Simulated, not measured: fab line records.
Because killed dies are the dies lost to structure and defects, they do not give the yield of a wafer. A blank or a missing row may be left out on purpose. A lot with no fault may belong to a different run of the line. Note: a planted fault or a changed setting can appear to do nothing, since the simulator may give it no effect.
fab line records	flow n5-finfet
record: lots: 7	wafers: 21
route steps=1938 shown MOL_CONTACT_COAG@570 BEOL_M0@721 BEOL_M1@770 BEOL_M2@841
start-h: hours from the record's opening day to when the first of the lot's shown wafers began	wait-h: time in hours since the lot's previous step	" repeats the value in the row above	L1.1+2: one row covering several wafers at once	- value missing, or start not given	* or withheld: withheld	< > ~ a bound
route shown NAME@n: names a module that has steps shown in the file, with the first one's number in the route	usual: the fault-free wafers' mean and standard deviation	same: alike in all rows	chamber/n: place in a boat	sites: readings site by site	_std_site: standard deviation of those values	_edge_site: outer sites' mean less inner sites'	radius-mm: how far each site lies from the wafer's centre	mask NAME#n: copy n	behind: the last tool/chamber to shape the wafer	hold: the reason the lot was held/the length of the hold in hours/how it ended	device: the transistor (n, p or np) that didn't switch	end of line: tests run on the same wafers once the route is complete	for a step that has no rows: nothing shown but its recipe	killed: count of dies lost to structure and defects at first sort (not the wafer's yield)	map: a wafer's dies, x killed, . not, _ none there
set.NAME: the run value of the setting; set.NAME@STEP: its run value at that earlier step	model.NAME: the simulator's own value behind a step, which no gauge read
lots run with intentionally changed settings; tables by step, rows by wafer
== steps ==
step: N5_MOL_CONTACT_COAG_EXPOSE_81
recipe: mask-id: VG	na: 0.33	source-shape: annular	sigma-inner: 0.3	sigma-outer: 0.7	polarization: unpolarized	defocus-nm: 0	dose-mj: 59.5
lot.wafer	tool	chamber	start-h	wait-h	mask	set.dose-mj
L078.1+5	euv-scanner-01	0	121.00	-	VG#0	56.42
L078.3	"	0	"	"	VG#0	59.5
L081.1+2	euv-scanner-01	0	141.54	-	VG#0	59.5
L081.5	"	0	"	"	VG#0	62.68
L088.3+5+6	euv-scanner-02	0	185.00	-	VG#0	59.5
L093.3+5	euv-scanner-01	0	215.23	-	VG#0	56.95
L093.6	"	0	"	"	VG#0	59.5
L094.1	euv-scanner-02	0	221.31	-	VG#0	57.64
L094.2+6	"	0	"	"	VG#0	59.5
L096.1+2+6	euv-scanner-01	0	235.60	-	VG#0	59.5
L097.1+2+5	euv-scanner-02	0	236.45	-	VG#0	59.5
step: N5_MOL_CONTACT_COAG_PEB_82
recipe: peb-temp-c: 100	peb-time-s: 60	resist: CAR-EUV
step: N5_MOL_CONTACT_COAG_DEVELOP_83
recipe: develop-time-s: 30	developer: TMAH	resist: CAR-EUV	rinse-liquid: surfactant-rinse	dry: air-spin	dev-temp-c: 23
step: N5_MOL_CONTACT_COAG_CD_MEAS_84
recipe: target-cd-nm: 25.1	landing-energy-ev: 500	detector: se-inlens	polarity: opening
usual: cd-nm: 25.09/0.25
lot.wafer	tool	chamber	start-h	wait-h	set.dose-mj@MOL_CONTACT_COAG_EXPOSE_81	cd-nm
L078.1	cd-sem-02	0	121.15	-	56.42	24.01
L078.3	"	0	"	"	59.5	25.11
L078.5	"	0	"	"	56.42	24.40
L081.1	cd-sem-02	0	141.69	-	59.5	25.27
L081.2	"	0	"	"	59.5	25.16
L081.5	"	0	"	"	62.68	26.37
L088.3	cd-sem-02	0	185.13	-	59.5	25.01
L088.5	"	0	"	"	59.5	25.26
L088.6	"	0	"	"	59.5	25.31
L093.3	cd-sem-01	0	215.36	-	56.95	23.98
L093.5	"	0	"	"	56.95	24.03
L093.6	"	0	"	"	59.5	25.07
L094.1	cd-sem-01	0	221.45	-	57.64	24.39
L094.2	"	0	"	"	59.5	25.37
L094.6	"	0	"	"	59.5	25.06
L096.1	cd-sem-03	0	235.74	-	59.5	25.04
L096.2	"	0	"	"	59.5	24.91
L096.6	"	0	"	"	59.5	25.23
L097.1	cd-sem-01	0	236.60	-	59.5	24.97
L097.2	"	0	"	"	59.5	24.87
L097.5	"	0	"	"	59.5	24.77
step: N5_MOL_CONTACT_COAG_PRECLEAN_144
recipe: chemistry: alkaline-clean	temp-c: 60	time-s: 60	do-ppb: 50
step: N5_MOL_CONTACT_COAG_SRD_145
recipe: dry: ipa-marangoni	time-s: 30	temp-c: 23	rinse-liquid: diw
step: N5_MOL_CONTACT_COAG_CD_MEAS_137
recipe: target-cd-nm: 16
usual: cd-nm: 15.9/0.32
lot.wafer	tool	chamber	start-h	wait-h	set.dose-mj@MOL_CONTACT_COAG_EXPOSE_81	cd-nm
L078.1	cd-sem-03	-	122.11	0.0	56.42	14.8
L078.3	"	-	"	"	59.5	15.7
L078.5	"	-	"	"	56.42	14.6
L081.1	cd-sem-01	-	142.62	0.0	59.5	16.1
L081.2	"	-	"	"	59.5	15.9
L081.5	"	-	"	"	62.68	17.1
L088.3	cd-sem-03	-	186.43	0.0	59.5	15.9
L088.5	"	-	"	"	59.5	16.2
L088.6	"	-	"	"	59.5	15.9
L093.3	cd-sem-03	-	216.29	0.0	56.95	14.9
L093.5	"	-	"	"	56.95	14.9
L093.6	"	-	"	"	59.5	15.6
L094.1	cd-sem-03	-	222.38	0.0	57.64	15.0
L094.2	"	-	"	"	59.5	16.2
L094.6	"	-	"	"	59.5	16.0
L096.1	cd-sem-01	-	236.82	0.0	59.5	15.8
L096.2	"	-	"	"	59.5	15.4
L096.6	"	-	"	"	59.5	15.5
L097.1	cd-sem-03	-	237.71	0.0	59.5	15.5
L097.2	"	-	"	"	59.5	16.0
L097.5	"	-	"	"	59.5	15.6
step: N5_MOL_CONTACT_COAG_EXPOSE_37
recipe: mask-id: VD	na: 0.33	source-shape: annular	sigma-inner: 0.3	sigma-outer: 0.7	polarization: unpolarized	defocus-nm: 0	dose-mj: 62
lot.wafer	tool	chamber	start-h	wait-h	mask	set.dose-mj
L078.1+3+5	euv-scanner-02	0	122.28	-	VD#0	62
L081.1+2+5	euv-scanner-02	0	142.92	-	VD#0	62
L088.3+5+6	euv-scanner-02	0	186.64	-	VD#0	62
L093.3	euv-scanner-02	0	216.48	-	VD#0	60.47
L093.5+6	"	0	"	"	VD#0	62
L094.1+2	euv-scanner-02	0	222.55	-	VD#0	62
L094.6	"	0	"	"	VD#0	66.62
L096.1+2+6	euv-scanner-02	0	236.99	-	VD#0	62
L097.1	euv-scanner-02	0	237.89	-	VD#0	62
L097.2+5	"	0	"	"	VD#0	57.48
step: N5_MOL_CONTACT_COAG_PEB_38
recipe: peb-temp-c: 100	peb-time-s: 60	resist: CAR-EUV
step: N5_MOL_CONTACT_COAG_DEVELOP_39
recipe: develop-time-s: 30	developer: TMAH	resist: CAR-EUV	rinse-liquid: surfactant-rinse	dry: air-spin	dev-temp-c: 23
step: N5_MOL_CONTACT_COAG_CD_MEAS_40
recipe: target-cd-nm: 25.1	landing-energy-ev: 500	detector: se-inlens	polarity: opening
usual: cd-nm: 25.05/0.23
lot.wafer	tool	chamber	start-h	wait-h	set.dose-mj@MOL_CONTACT_COAG_EXPOSE_37	cd-nm
L078.1	cd-sem-01	0	122.42	-	62	25.17
L078.3	"	0	"	"	62	25.06
L078.5	"	0	"	"	62	24.73
L081.1	cd-sem-02	0	143.06	-	62	25.34
L081.2	"	0	"	"	62	25.24
L081.5	"	0	"	"	62	25.10
L088.3	cd-sem-02	0	186.76	-	62	25.58
L088.5	"	0	"	"	62	24.84
L088.6	"	0	"	"	62	25.27
L093.3	cd-sem-01	0	216.61	-	60.47	24.63
L093.5	"	0	"	"	62	24.81
L093.6	"	0	"	"	62	25.02
L094.1	cd-sem-01	0	222.70	-	62	25.25
L094.2	"	0	"	"	62	25.08
L094.6	"	0	"	"	66.62	26.44
L096.1	cd-sem-02	0	237.13	-	62	25.14
L096.2	"	0	"	"	62	24.86
L096.6	"	0	"	"	62	24.87
L097.1	cd-sem-01	0	238.03	-	62	25.12
L097.2	"	0	"	"	57.48	23.26
L097.5	"	0	"	"	57.48	23.08
step: N5_MOL_CONTACT_COAG_ETCHBACK_134
recipe: chemistry: CHF3	target: SiO2	target-depth-a: 100	time-s: 6.7	ion-energy-ev: 200	pressure-mtorr: 30	source-w: 610	bias-w: 170	Ar_flow_sccm: 200	CHF3_flow_sccm: 50
lot.wafer	tool	chamber	start-h	wait-h	set.time-s
L078.1+3+5	rie-diel-04	1,0,3	122.86	0.1	6.7
L081.1+2	rie-diel-04	1,0	143.51	0.1	5.408
L081.5	"	0	"	"	6.7
L088.3+5+6	rie-diel-04	2,2,3	187.31	0.1	6.7
L093.3+5	rie-diel-06	0,1	217.04	0.1	6.7
L093.6	"	0	"	"	7.81
L094.1	rie-diel-04	1	223.34	0.1	7.171
L094.2+6	"	2,0	"	"	6.7
L096.1	rie-diel-06	2	237.83	0.1	5.293
L096.2+6	"	0,2	"	"	6.7
L097.1+5	rie-diel-06	1,0	238.70	0.3	6.7
L097.2	"	0	"	"	7.152
step: N5_MOL_CONTACT_COAG_ETCH_67
recipe: chemistry: N2/H2	target: SOC	target-depth-a: 600	overetch-a: 210	mask-material: SiARC	temp-c: 40	time-s: 101.2	ion-energy-ev: 200	pressure-mtorr: 30	source-w: 840	bias-w: 150	n2-flow-sccm: 200	h2-flow-sccm: 200
step: N5_MOL_CONTACT_COAG_STRIP_68
recipe: chemistry: N2/H2	temp-c: 40	n2-flow-sccm: 200	h2-flow-sccm: 200	rf-frequency-hz: 6e+07
step: N5_MOL_CONTACT_COAG_PRECLEAN_138
recipe: chemistry: alkaline-clean	temp-c: 60	time-s: 60	do-ppb: 50
step: N5_MOL_CONTACT_COAG_SRD_139
recipe: dry: ipa-marangoni	time-s: 30	temp-c: 23	rinse-liquid: diw
step: N5_MOL_CONTACT_COAG_CD_MEAS_101
recipe: target-cd-nm: 16
usual: cd-nm: 15.91/0.29
lot.wafer	tool	chamber	start-h	wait-h	set.dose-mj@MOL_CONTACT_COAG_EXPOSE_37	cd-nm
L078.1	cd-sem-03	-	123.37	0.0	62	16.21
L078.3	"	-	"	"	62	15.78
L078.5	"	-	"	"	62	15.61
L081.1	cd-sem-02	-	144.02	0.0	62	15.73
L081.2	"	-	"	"	62	16.13
L081.5	"	-	"	"	62	15.75
L088.3	cd-sem-01	-	187.82	0.0	62	16.43
L088.5	"	-	"	"	62	16.05
L088.6	"	-	"	"	62	15.69
L093.3	cd-sem-01	-	217.56	0.0	60.47	15.84
L093.5	"	-	"	"	62	15.97
L093.6	"	-	"	"	62	15.70
L094.1	cd-sem-03	-	223.84	0.0	62	15.98
L094.2	"	-	"	"	62	15.58
L094.6	"	-	"	"	66.62	17.54
L096.1	cd-sem-01	-	238.34	0.0	62	16.40
L096.2	"	-	"	"	62	15.67
L096.6	"	-	"	"	62	16.06
L097.1	cd-sem-02	-	239.21	0.0	62	15.50
L097.2	"	-	"	"	57.48	14.20
L097.5	"	-	"	"	57.48	13.94
step: N5_BEOL_M0_TRENCH_ETCH_107
recipe: chemistry: C4F6/O2	target-depth-a: 328	target: SiOC	time-s: 16.4	ion-energy-ev: 250	pressure-mtorr: 30	source-w: 355	bias-w: 185	Ar_flow_sccm: 300	C4F6_flow_sccm: 10	O2_flow_sccm: 10
lot.wafer	tool	chamber	start-h	wait-h	set.target-depth-a	model.BEOL_M0.feature-depth-nm
L078.1	rie-diel-06	3	137.38	0.0	362.9	36.6
L078.3	"	0	"	"	328	32.4
L078.5	"	0	"	"	362.9	35.8
L081.1	rie-diel-04	2	160.15	0.0	328	33.2
L081.2	"	3	"	"	328	33.4
L081.5	"	2	"	"	328	33
L088.3+6	rie-diel-04	3	203.80	0.0	328	33.6
L088.5	"	2	"	"	328	33
L093.3	rie-diel-04	3	229.73	0.0	328	33.4
L093.5	"	3	"	"	328	33.8
L093.6	"	2	"	"	328	33.2
L094.1	rie-diel-05	0	239.51	0.0	357.3	35.8
L094.2	"	1	"	"	328	32.8
L094.6	"	0	"	"	328	33
L096.1+6	rie-diel-04	2,1	250.77	0.0	328	32.8
L096.2	"	3	"	"	299.2	30.4
L097.1	rie-diel-05	0	254.71	0.0	328	32.4
L097.2	"	2	"	"	347.4	34.8
L097.5	"	1	"	"	347.4	34.4
step: N5_BEOL_M0_STRIP_142
recipe: chemistry: N2/H2	time-s: 10	power-w: 450	temp-c: 40	pressure-mtorr: 20	rf-frequency-hz: 6e+07	bias-power-w: 7	n2-flow-sccm: 200	h2-flow-sccm: 200
step: N5_BEOL_M0_OCD_MEAS_108
usual: trench-depth-nm: 32.9/0.51
lot.wafer	tool	chamber	start-h	wait-h	set.target-depth-a@BEOL_M0_TRENCH_ETCH_107	trench-depth-nm
L078.1	ocd-02	-	137.48	0.1	362.9	36.1
L078.3	"	-	"	"	328	32.9
L078.5	"	-	"	"	362.9	35.9
L081.1	ocd-01	-	160.25	0.1	328	33.0
L081.2	"	-	"	"	328	32.9
L081.5	"	-	"	"	328	32.6
L088.3	ocd-02	-	203.91	0.1	328	34.2
L088.5	"	-	"	"	328	33.2
L088.6	"	-	"	"	328	33.9
L093.3	ocd-01	-	229.84	0.1	328	33.4
L093.5	"	-	"	"	328	34.2
L093.6	"	-	"	"	328	33.3
L094.1	ocd-01	-	239.61	0.1	357.3	35.6
L094.2	"	-	"	"	328	32.7
L094.6	"	-	"	"	328	33.1
L096.1	ocd-02	-	250.88	0.1	328	32.8
L096.2	"	-	"	"	299.2	30.1
L096.6	"	-	"	"	328	32.9
L097.1	ocd-01	-	254.82	0.1	328	32.0
L097.2	"	-	"	"	347.4	35.0
L097.5	"	-	"	"	347.4	34.6
step: N5_BEOL_M0_ETCH_109
recipe: chemistry: CH3F/O2	target-depth-a: 80	overetch-a: 24	target: SiCN	time-s: 27.4	ion-energy-ev: 120	pressure-mtorr: 30	source-w: 395	bias-w: 75	Ar_flow_sccm: 150	CH3F_flow_sccm: 30	O2_flow_sccm: 20
usual: rf-vpp-V: 297.7/1.5
lot.wafer	tool	chamber	start-h	wait-h	set.bias-w	rf-vpp-V
L078.1	rie-diel-05	0	138.15	0.6	75	300.4
L078.3	"	1	"	"	75	298.9
L078.5	"	1	"	"	75	299.3
L081.1	rie-diel-05	3	160.47	0.0	75	296.8
L081.2	"	0	"	"	75	300.8
L081.5	"	0	"	"	75	299.9
L088.3	rie-diel-06	1	204.27	0.3	75	298.3
L088.5	"	3	"	"	75	296.3
L088.6	"	2	"	"	75	294.0
L093.3	rie-diel-04	2	229.95	0.0	69.23	282.2
L093.5	"	1	"	"	69.23	284.1
L093.6	"	0	"	"	75	297.2
L094.1	rie-diel-04	1	239.94	0.2	75	298.7
L094.2	"	2	"	"	75	296.8
L094.6	"	1	"	"	75	298.9
L096.1	rie-diel-04	2	250.98	0.0	83.48	319.3
L096.2	"	3	"	"	75	297.6
L096.6	"	1	"	"	83.48	319.1
L097.1	rie-diel-04	1	254.92	0.0	75	297.5
L097.2	"	2	"	"	82.34	314.9
L097.5	"	2	"	"	75	298.2
step: N5_BEOL_M1_ETCH_64
recipe: chemistry: N2/H2	target: SOC	target-depth-a: 750	overetch-a: 150	mask-material: SiARC	temp-c: 40	time-s: 112.5	ion-energy-ev: 200	pressure-mtorr: 30	source-w: 840	bias-w: 150	n2-flow-sccm: 200	h2-flow-sccm: 200
lot.wafer	tool	chamber	start-h	wait-h	set.time-s	model.SiARC_of_BEOL_M1_COAT_62.thk-nm
L078.1+3	rie-diel-03	2,1	142.66	0.0	112.5	6.8
L078.5	"	3	"	"	112.5	6.6
L081.1	rie-diel-02	2	166.32	0.0	112.5	6.8
L081.2+5	"	1,3	"	"	112.5	7
L088.3	rie-diel-01	3	209.14	0.0	112.5	6.8
L088.5+6	"	2,1	"	"	112.5	6.6
L093.3+6	rie-diel-01	2	235.84	0.0	112.5	6.6
L093.5	"	3	"	"	112.5	6.8
L094.1	rie-diel-02	1	246.48	0.0	122.9	6.4
L094.2+6	"	2,0	"	"	112.5	6.8
L096.1	rie-diel-02	2	256.11	0.0	112.5	6.8
L096.2	"	1	"	"	136.4	5.6
L096.6	"	0	"	"	136.4	5.8
L097.1+2+5	rie-diel-01	3,0,3	261.04	0.0	112.5	6.8
step: N5_BEOL_M1_STRIP_65
recipe: chemistry: N2/H2	temp-c: 40	n2-flow-sccm: 200	h2-flow-sccm: 200	rf-frequency-hz: 6e+07
step: N5_BEOL_M1_STRIP_75
recipe: chemistry: N2/H2	temp-c: 40	n2-flow-sccm: 200	h2-flow-sccm: 200	rf-frequency-hz: 6e+07
step: N5_BEOL_M1_STRIP_66
recipe: chemistry: CF4	resist: SiARC	power-w: 300	bias-power-w: 75	pressure-mtorr: 50	cf4-flow-sccm: 150	rf-frequency-hz: 6e+07
step: N5_BEOL_M1_HM_OPEN_17
recipe: chemistry: Cl2/BCl3	target-depth-a: 200	overetch-a: 60	target: TiN	mask-material: SOC	ion-energy-ev: 150	pressure-mtorr: 10	icp-w: 1000	bias-w: 126	Cl2_flow_sccm: 53.25	bcl3-flow-sccm: 21.75	Ar_flow_sccm: 25
lot.wafer	tool	chamber	start-h	wait-h	set.time-s@BEOL_M1_ETCH_64	model.etch.depth-nm
L078.1	rie-metal-02	1	142.83	0.0	112.5	20.09
L078.3	"	0	"	"	112.5	20.01
L078.5	"	1	"	"	112.5	19.93
L081.1	rie-metal-03	0	166.48	0.0	112.5	19.75
L081.2	"	1	"	"	112.5	19.6
L081.5	"	1	"	"	112.5	19.86
L088.3	rie-metal-02	0	209.34	0.1	112.5	19.77
L088.5	"	1	"	"	112.5	19.73
L088.6	"	0	"	"	112.5	19.76
L093.3	rie-metal-03	1	236.04	0.1	112.5	20.07
L093.5	"	1	"	"	112.5	20.27
L093.6	"	0	"	"	112.5	19.75
L094.1	rie-metal-03	1	246.64	0.0	122.9	18.9
L094.2	"	0	"	"	112.5	19.78
L094.6	"	0	"	"	112.5	19.81
L096.1	rie-metal-03	0	256.28	0.0	112.5	20.07
L096.2	"	1	"	"	136.4	17.5
L096.6	"	0	"	"	136.4	17.53
L097.1+5	rie-metal-03	1,0	261.21	0.0	112.5	19.86
L097.2	"	0	"	"	112.5	20.21
step: N5_BEOL_M2_ILD_DEP_00
recipe: material: SiOC	target-thk-a: 790	temp-c: 350	precursor: DEMS/O2	pressure-torr: 5	rf-w: 500	time-s: 15.3
lot.wafer	tool	chamber	start-h	wait-h	set.time-s	model.SiOC_of_BEOL_M2_ILD_DEP_00.thk-nm
L078.1	pecvd-01	0	153.23	0.0	15.3	78.2
L078.3	"	2	"	"	15.3	77.4
L078.5	"	1	"	"	15.3	78.6
L081.1	pecvd-03	2	179.67	0.0	15.3	78.8
L081.2	"	0	"	"	13.37	69.6
L081.5	"	2	"	"	15.3	80
L088.3	pecvd-03	1	214.81	0.0	15.3	79
L088.5	"	2	"	"	15.3	80
L088.6	"	1	"	"	15.3	80.6
L093.3	pecvd-03	0	242.95	0.0	15.3	78.6
L093.5	"	0	"	"	15.3	79
L093.6	"	1	"	"	15.3	80.2
L094.1	pecvd-01	1	253.62	0.0	13.72	70.6
L094.2	"	0	"	"	15.3	78.2
L094.6	"	0	"	"	13.72	71.6
L096.1	pecvd-01	0	268.11	0.0	15.3	78.4
L096.2	"	2	"	"	15.3	78.8
L096.6	"	1	"	"	15.3	79
L097.1	pecvd-01	0	269.02	0.0	13.05	67.6
L097.2	"	2	"	"	13.05	66.8
L097.5	"	0	"	"	15.3	79.4
step: N5_BEOL_M2_THK_MEAS_01
recipe: reads: SiOC_of_BEOL_M2_ILD_DEP_00
usual: M2_ILD_THK: 79.2/0.92
lot.wafer	tool	chamber	start-h	wait-h	set.time-s@BEOL_M2_ILD_DEP_00	M2_ILD_THK[nm]
L078.1	film-metro-02	-	153.30	0.0	15.3	78.2
L078.3	"	-	"	"	15.3	77.5
L078.5	"	-	"	"	15.3	78.7
L081.1	film-metro-02	-	179.74	0.0	15.3	78.9
L081.2	"	-	"	"	13.37	69.7
L081.5	"	-	"	"	15.3	79.9
L088.3	film-metro-01	-	214.88	0.1	15.3	79.0
L088.5	"	-	"	"	15.3	80.0
L088.6	"	-	"	"	15.3	80.7
L093.3	film-metro-02	-	243.02	0.1	15.3	78.6
L093.5	"	-	"	"	15.3	79.1
L093.6	"	-	"	"	15.3	80.2
L094.1	film-metro-02	-	253.68	0.0	13.72	70.5
L094.2	"	-	"	"	15.3	78.3
L094.6	"	-	"	"	13.72	71.7
L096.1	film-metro-02	-	268.18	0.0	15.3	78.3
L096.2	"	-	"	"	15.3	78.8
L096.6	"	-	"	"	15.3	79.1
L097.1	film-metro-02	-	269.09	0.0	13.05	67.5
L097.2	"	-	"	"	13.05	66.8
L097.5	"	-	"	"	15.3	79.4
step: N5_BEOL_M2_COAT_73
recipe: resist: underlayer	temp-c: 205	time-s: 60	spin-rpm: 1500	resist-thk-nm: 5
lot.wafer	tool	chamber	start-h	wait-h	set.spin-rpm
L078.1+3	litho-track-04	0	-	-	1500
L078.5	"	0	"	"	1552
L081.1+2	litho-track-03	0	-	-	1651
L081.5	"	0	"	"	1500
L088.3+5+6	litho-track-01	0	-	-	1500
L093.3+5+6	litho-track-01	0	-	-	1598
L094.1+2+6	litho-track-04	0	-	-	1500
L096.1+2+6	litho-track-01	0	-	-	1500
L097.1+2+5	litho-track-01	0	-	-	1500
step: N5_BEOL_M2_COAT_05
recipe: resist: CAR-EUV	spin-rpm: 1500	resist-thk-nm: 30
step: N5_BEOL_M2_EBR_07
recipe: solvent: PGMEA	ebr-width-mm: 1.5
step: N5_BEOL_M2_DESCUM_16
recipe: chemistry: O2	time-s: 7	source-power-w: 50	bias-power-w: 20	pressure-mtorr: 20	rf-frequency-hz: 2.712e+07	temp-c: 40	resist: CAR-EUV	o2-flow-sccm: 225
step: N5_BEOL_M2_ETCH_74
recipe: chemistry: N2/H2	target: underlayer	target-depth-a: 65	mask-material: CAR-EUV	time-s: 5.2	ion-energy-ev: 200	pressure-mtorr: 30	source-w: 840	bias-w: 150	n2-flow-sccm: 200	h2-flow-sccm: 200	ends: cleared
lot.wafer	tool	chamber	start-h	wait-h	set.spin-rpm@BEOL_M2_COAT_73	model.etch.depth-nm
L078.1	rie-diel-06	0	156.94	0.0	1500	5.021
L078.3	"	2	"	"	1500	4.999
L078.5	"	1	"	"	1552	4.937
L081.1	rie-diel-06	3	180.80	0.0	1651	4.787
L081.2	"	0	"	"	1651	4.774
L081.5	"	1	"	"	1500	5.021
L088.3	rie-diel-06	2	217.71	0.0	1500	4.975
L088.5	"	0	"	"	1500	4.99
L088.6	"	1	"	"	1500	4.977
L093.3	rie-diel-04	0	244.79	0.0	1598	4.852
L093.5	"	3	"	"	1598	4.843
L093.6	"	2	"	"	1598	4.839
L094.1	rie-diel-05	1	255.98	0.0	1500	4.962
L094.2	"	0	"	"	1500	4.969
L094.6	"	1	"	"	1500	4.978
L096.1	rie-diel-04	1	268.95	0.0	1500	5.004
L096.2	"	3	"	"	1500	4.995
L096.6	"	2	"	"	1500	5.006
L097.1	rie-diel-04	2	277.14	0.0	1500	5.012
L097.2	"	1	"	"	1500	5.014
L097.5	"	1	"	"	1500	5.011
step: N5_BEOL_M2_ALD_98
recipe: material: SiO2	target-thk-a: 25	temp-c: 100	ald-precursor-family: BDEAS	ald-co-reactant: O2-plasma	pulse-time-s: 1	co-reactant-pulse-time-s: 1	purge-time-s: 2	co-reactant-purge-time-s: 2	ald-cycles: 17	pressure-torr: 2
lot.wafer	tool	chamber	start-h	wait-h	set.ald-cycles	model.SiO2_of_BEOL_M2_ALD_98.thk-nm
L078.1+3+5	ald-sin-03	1,3,0	158.22	0.2	17	2.4
L081.1+5	ald-sin-01	1,0	181.78	0.1	17	2.4
L081.2	"	3	"	"	18	2.6
L088.3+5	ald-sin-03	0,2	219.85	1.1	17	2.6
L088.6	"	3	"	"	17	2.4
L093.3	ald-sin-03	1	245.92	0.1	17	2.4
L093.5+6	"	3,0	"	"	20	3
L094.1+2	ald-sin-03	1,3	257.27	0.1	15	2.2
L094.6	"	1	"	"	17	2.4
L096.1+2	ald-sin-03	2,3	271.25	1.2	15	2.2
L096.6	"	3	"	"	17	2.6
L097.1+5	ald-sin-02	2,1	278.22	0.1	17	2.6
L097.2	"	0	"	"	17	2.4
== key ==
split: step: N5_MOL_CONTACT_COAG_EXPOSE_81	setting: dose-mj	stated: 59.5	by: wafer
response: step: N5_MOL_CONTACT_COAG_CD_MEAS_84	reading: cd-nm	change: +0.216	per: 1%	r: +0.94
response: step: N5_MOL_CONTACT_COAG_CD_MEAS_137	reading: cd-nm	change: +0.209	per: 1%	r: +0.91
split: step: N5_MOL_CONTACT_COAG_EXPOSE_37	setting: dose-mj	stated: 62	by: wafer
response: step: N5_MOL_CONTACT_COAG_CD_MEAS_40	reading: cd-nm	change: +0.213	per: 1%	r: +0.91
response: step: N5_MOL_CONTACT_COAG_CD_MEAS_101	reading: cd-nm	change: +0.205	per: 1%	r: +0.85
split: step: N5_MOL_CONTACT_COAG_ETCHBACK_134	setting: time-s	stated: 6.7	by: wafer
response none clear
split: step: N5_BEOL_M0_TRENCH_ETCH_107	setting: target-depth-a	stated: 328	by: wafer
response: step: N5_BEOL_M0_TRENCH_ETCH_107	reading: model.BEOL_M0.feature-depth-nm	change: +0.329	per: 1%	r: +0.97
response: step: N5_BEOL_M0_OCD_MEAS_108	reading: trench-depth-nm	change: +0.322	per: 1%	r: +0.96
split: step: N5_BEOL_M0_ETCH_109	setting: bias-w	stated: 75	by: wafer
response: step: N5_BEOL_M0_ETCH_109	reading: rf-vpp-V	change: +1.83	per: 1%	r: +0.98
split: step: N5_BEOL_M1_ETCH_64	setting: time-s	stated: 112.5	by: wafer
response: step: N5_BEOL_M1_ETCH_64	reading: model.SiARC_of_BEOL_M1_COAT_62.thk-nm	change: -0.0504	per: 1%	r: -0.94
response: step: N5_BEOL_M1_HM_OPEN_17	reading: model.etch.depth-nm	change: -0.117	per: 1%	r: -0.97
split: step: N5_BEOL_M2_ILD_DEP_00	setting: time-s	stated: 15.3	by: wafer
response: step: N5_BEOL_M2_ILD_DEP_00	reading: model.SiOC_of_BEOL_M2_ILD_DEP_00.thk-nm	change: +0.781	per: 1%	r: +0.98
response: step: N5_BEOL_M2_THK_MEAS_01	reading: M2_ILD_THK	change: +0.783	per: 1%	r: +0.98
split: step: N5_BEOL_M2_COAT_73	setting: spin-rpm	stated: 1500	by: wafer
response: step: N5_BEOL_M2_ETCH_74	reading: model.etch.depth-nm	change: -0.0236	per: 1%	r: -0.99
split: step: N5_BEOL_M2_ALD_98	setting: ald-cycles	stated: 17	by: wafer
response: step: N5_BEOL_M2_ALD_98	reading: model.SiO2_of_BEOL_M2_ALD_98.thk-nm	change: +0.0302	per: 1%	r: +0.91
